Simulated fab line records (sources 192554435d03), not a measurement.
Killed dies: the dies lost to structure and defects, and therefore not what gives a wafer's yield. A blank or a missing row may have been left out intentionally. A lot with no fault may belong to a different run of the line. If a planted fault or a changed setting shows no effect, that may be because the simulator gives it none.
The tool behind it: which one? | flow n5 finfet | 10 lots, 28 wafers sampled, at 4 steps of a route of 1938

## WHAT THE GAUGES SHOWED, per wafer
N5_BEOL_M4_RC_MEAS_101. Usual: DIBL_N 35.9 mV/V, standard deviation 1.6; DIBL_P 35.6 mV/V, standard deviation 2.1; IOFF_N 0.149 nA/um, standard deviation 0.029; IOFF_P 0.20 nA/um, standard deviation 0.033; ION_N 671 uA/um, standard deviation 11; ION_P 460 uA/um, standard deviation 7.3; SS_N 71.4 mV/dec, standard deviation 0.62; SS_P 73.2 mV/dec, standard deviation 0.65; VT_N 251 mV, standard deviation 3.1; VT_P -251 mV, standard deviation 3.4.
lot  | measured     | on        | DIBL_N (mV/V)  | DIBL_P (mV/V)  | IOFF_N (nA/um)    | IOFF_P (nA/um) | ION_N (uA/um) | ION_P (uA/um) | SS_N (mV/dec)  | SS_P (mV/dec)  | VT_N (mV)   | VT_P (mV)      | flag
L835 | day 7 21:37  | prober-02 | 35.4 34.5 34.0 | 33.8 34.4 34.4 | 0.133 0.124 0.116 | 0.15 0.15 0.16 | 662 656 655   | 445 451 453   | 70.8 70.5 69.8 | 72.5 72.7 72.6 | 251 254 254 | -258 -256 -257 |
L836 | day 7 22:20  | prober-01 | 36.1 36.0 34.9 | 35.7 36.3 33.9 | 0.154 0.150 0.130 | 0.20 0.22 0.18 | 668 666 672   | 459 460 459   | 71.1 71.1 70.7 | 73.1 73.1 73.0 | 253 252 253 | -249 -248 -252 |
L837 | day 8 12:00  | prober-01 | 34.8 35.9 33.8 | 36.8 38.6 35.6 | 0.153 0.169 0.124 | 0.19 0.20 0.17 | 687 676 654   | 462 455 454   | 71.7 72.1 71.4 | 73.5 73.4 72.9 | 252 252 260 | -255 -253 -256 |
L843 | day 9 17:02  | prober-01 | 36.0 36.4 36.3 | 38.9 37.9 38.7 | 0.162 0.158 0.175 | 0.24 0.22 0.24 | 676 681 704   | 477 468 480   | 70.3 71.3 71.8 | 73.6 73.6 73.8 | 250 248 248 | -247 -248 -245 |
L845 | day 10 14:43 | prober-01 | 36.8 38.7 37.9 | 37.4 39.8 38.5 | 0.169 0.216 0.199 | 0.20 0.25 0.23 | 676 690 692   | 460 467 472   | 71.2 72.4 71.8 | 72.9 74.5 74.5 | 247 246 245 | -252 -249 -250 |
L846 | day 10 20:29 | prober-01 | 37.3 34.3 36.1 | 35.7 32.8 35.5 | 0.166 0.124 0.151 | 0.25 0.20 0.24 | 657 670 660   | 460 469 459   | 72.1 70.5 71.3 | 73.9 72.4 73.4 | 250 252 250 | -248 -249 -249 |
L852 | day 12 09:48 | prober-02 | 37.3 35.9      | 38.0 34.9      | 0.163 0.128       | 0.23 0.17      | 665 664       | 458 455       | 72.7 71.9      | 73.9 73.5      | 250 255     | -251 -254      |
L853 | day 12 13:02 | prober-02 | 35.2 35.1      | 34.7 34.6      | 0.118 0.127       | 0.16 0.16      | 661 680       | 454 464       | 71.2 70.7      | 73.4 73.3      | 254 251     | -257 -255      |
L857 | day 13 12:37 | prober-02 | 36.8 38.7 39.1 | 35.2 38.1 38.4 | 0.157 0.199 0.213 | 0.21 0.26 0.27 | 681 683 697   | 468 467 475   | 70.7 71.9 72.5 | 73.0 73.8 74.2 | 253 245 244 | -250 -244 -248 |
L858 | day 13 15:45 | prober-02 | 34.6 34.9 35.7 | 34.7 33.6 34.8 | 0.133 0.135 0.154 | 0.19 0.16 0.19 | 665 679 681   | 458 461 459   | 71.8 71.3 71.5 | 72.8 72.4 73.6 | 251 252 250 | -251 -253 -249 |

N5_MIM_BOT_LITHO_INSPECT_12: inspects for defects (macro). Usual: 2.1 for raw defect count, sd 1.5.
lot  | measured     | on                | raw defect count | flag
L835 | day 11 08:14 | defect inspect-01 | 1 1 1            |
L836 | day 11 07:56 | defect inspect-01 | 0 1 4            |
L837 | day 12 01:31 | defect inspect-02 | 1 2 4            |
L843 | day 13 08:02 | defect inspect-01 | 3 0 1            |
L845 | day 14 01:48 | defect inspect-01 | 5 2 1            |
L846 | day 14 11:42 | defect inspect-01 | 0 1 1            |
L852 | day 16 11:42 | defect inspect-02 | 4                |
L853 | day 16 06:27 | defect inspect-01 | 2                |
L857 | day 17 02:25 | defect inspect-02 | 2 2 0            |
L858 | day 17 11:31 | defect inspect-01 | 2 0 3            |

N5_PASSIVATION_OVL_MEAS_60. Usual: for TV_OVL the level is -2 nm and the standard deviation is 5.5.
lot  | measured     | on         | TV_OVL (nm) | flag
L835 | day 11 10:02 | overlay-02 | -7 3 2      |
L836 | day 11 09:23 | overlay-01 | -7 0 -4     |
L837 | day 12 04:41 | overlay-01 | -11 1 -6    |
L843 | day 13 11:29 | overlay-01 | 0 3 0       |
L845 | day 14 03:15 | overlay-01 | -4 5 0      |
L846 | day 14 13:50 | overlay-02 | 9 6 10      |
L852 | day 16 13:14 | overlay-01 | 3           |
L853 | day 16 08:32 | overlay-01 | -11         |
L857 | day 17 03:59 | overlay-01 | 0 -1 5      |
L858 | day 17 16:25 | overlay-01 | 2 -7 -3     |

## WHICH TOOL RAN EACH LOT (tool, then ch and the chambers of the sampled wafers, then the start)
lot  | N5_BEOL_M11_VIA_ETCH_34
L835 | rie diel-01 ch 0,3, day 10 04:02
L836 | rie diel-03 ch 1,2,3, day 10 03:46
L837 | rie diel-03 ch 1,2,3, day 10 19:44
L843 | rie diel-01 ch 0,2,3, day 11 20:05
L845 | rie diel-01 ch 2,3, day 12 20:50
L846 | rie diel-03 ch 0,2,3, day 13 03:31
L852 | rie diel-03 ch 1,2, day 14 18:11
L853 | rie diel-03 ch 1, day 14 21:09
L857 | rie diel-04 ch 1,2,3, day 15 18:27
L858 | rie diel-04 ch 2,3, day 16 02:56
- N5_BEOL_M11_VIA_ETCH_34: etches SiCOH lowk in C4F6/O2, target depth 184.5 nm, time 69.2 s.

## AS READ BY THE TOOLS THEMSELVES (means over the sampled wafers that have a number; for cases with no such wafer, the mark the record gives instead)
N5_BEOL_M11_VIA_ETCH_34. Usual: O2_flow_sccm 10.00 sccm, standard deviation 0.03; drypump motor current A 5.7 A, standard deviation 0.32; oes product au 0.75 a.u., standard deviation 0.095; rf vpp V 662 V, standard deviation 10; showerhead plenum p Torr 2.84 Torr, standard deviation 0.081; throttle valve pct 21.06 %, standard deviation 0.25.
lot  | tool        | O2_flow_sccm (sccm) | drypump motor current A (A) | oes product au (a.u.) | rf vpp V (V) | showerhead plenum p Torr (Torr) | throttle valve pct (%) | flag
L835 | rie diel-01 | 10.05               | 5.5                         | 0.88                  | 651          | 2.83                            | 20.84                  |
L836 | rie diel-03 | 10.01               | 5.5                         | 0.73                  | 658          | 2.85                            | 21.22                  |
L837 | rie diel-03 | 9.97                | 5.5                         | 0.73                  | 657          | 2.85                            | 21.23                  |
L843 | rie diel-01 | 10.01               | 5.8                         | 0.79                  | 651          | 2.80                            | 20.92                  |
L845 | rie diel-01 | 10.01               | 6.0                         | 0.70                  | 657          | 2.75                            | 20.95                  |
L846 | rie diel-03 | 10.03               | 5.5                         | 0.71                  | 660          | 2.88                            | 21.25                  |
L852 | rie diel-03 | 10.02               | 5.6                         | 0.65                  | 655          | 2.78                            | 21.25                  |
L853 | rie diel-03 | 9.99                | 5.7                         | 0.66                  | 664          | 2.83                            | 21.21                  |
L857 | rie diel-04 | 9.98                | 5.9                         | 0.84                  | 669          | 2.84                            | 20.87                  |
L858 | rie diel-04 | 9.98                | 5.8                         | 0.76                  | 664          | 2.87                            | 20.77                  |

## THE ANSWER, worked out from the rows above alone
Rule: a lot is off if the mean of its wafers that have a number lies more than 3 standard deviations from the usual mean. Also off: a lot with no number at a reading for which 4 or more lots have one. The other lots that the step has rows for count as sound. The gauges are gone through in route order, then the tools' own readings, and for those a lot's mean is taken as printed above. At the first step where some lot is off, the reading lying furthest off is the one used; lots without a number count as furthest.
None of the lots is off at any reading shown; this tells nothing.

## WHAT THE SIMULATOR PUT IN
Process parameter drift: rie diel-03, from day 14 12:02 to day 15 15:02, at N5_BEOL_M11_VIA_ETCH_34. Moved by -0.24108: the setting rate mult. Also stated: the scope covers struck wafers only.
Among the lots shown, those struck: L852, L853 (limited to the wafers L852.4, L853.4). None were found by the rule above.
